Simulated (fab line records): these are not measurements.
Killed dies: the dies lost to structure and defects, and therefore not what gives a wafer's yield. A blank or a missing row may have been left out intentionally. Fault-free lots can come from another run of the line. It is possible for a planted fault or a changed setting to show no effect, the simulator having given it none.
Which tool is to blame? + flow nand harc + 11 lots, 33 wafers sampled, at 2 steps of a route of 1302

## WHAT THE GAUGES READ, wafer by wafer
NHARC_A_STAIRCASE_INSPECT_155.
| lot  | measured     | on                | raw defect count |
|------|--------------|-------------------|------------------|
| L075 | day 19 12:12 | defect inspect-02 | 544 650 494      |
| L080 | day 21 04:46 | defect inspect-01 | 321 312 582      |
| L078 | day 21 06:08 | defect inspect-02 | 428 514 739      |
| L081 | day 21 16:59 | defect inspect-01 | 339 391 442      |
| L082 | day 22 15:19 | defect inspect-02 | 287 345 555      |
| L086 | day 24 08:10 | defect inspect-02 | 317 290 326      |
| L087 | day 25 02:03 | defect inspect-02 | 524 441 524      |
| L091 | day 26 18:43 | defect inspect-01 | 392 366 268      |
| L092 | day 27 09:28 | defect inspect-02 | 395 467 441      |
| L094 | day 27 23:17 | defect inspect-01 | 361 520 630      |
| L097 | day 28 20:56 | defect inspect-01 | 295 357 468      |

## EACH LOT AND THE TOOL THAT RAN IT (in order: tool; ch and the chambers of the sampled wafers; start)
| lot  | NHARC_A_STAIRCASE_DESCUM_443       |
|------|------------------------------------|
| L075 | rie diel-01 ch 1,2,3, day 19 05:07 |
| L080 | rie diel-09 ch 0,1,3, day 20 21:41 |
| L078 | rie diel-01 ch 0,3, day 20 22:06   |
| L081 | rie diel-01 ch 0,1,2, day 21 09:55 |
| L082 | rie diel-05 ch 1,2,3, day 22 08:09 |
| L086 | rie diel-01 ch 0,1,2, day 24 01:06 |
| L087 | rie diel-01 ch 1,2, day 24 15:41   |
| L091 | rie diel-09 ch 1,3, day 26 11:39   |
| L092 | rie diel-09 ch 0,1,2, day 27 01:02 |
| L094 | rie diel-05 ch 2,3, day 27 16:07   |
| L097 | rie diel-01 ch 1,2,3, day 28 13:56 |
- NHARC_A_STAIRCASE_DESCUM_443: chemistry O2, time 3 s.

## THE ANSWER, worked out from the rows above alone
Rule: the usual values come from the lots themselves. Put in order of their means at a reading, lots are off if they are a third of the lots or fewer, leave a main group of 4 or more, and stand apart from it by a gap of 3 or more times the standard deviation of the main group's means; of several such gaps the widest counts. A main group whose means are all the same, to the digits that the tables above print for the reading, isn't used. A lot without any number at a reading at which 4 lots or more have one is off too. All remaining lots with rows at the step are treated as sound.
No lot is off on any of the readings shown, so nothing can be concluded from this.

## WHAT THE SIMULATOR PUT IN
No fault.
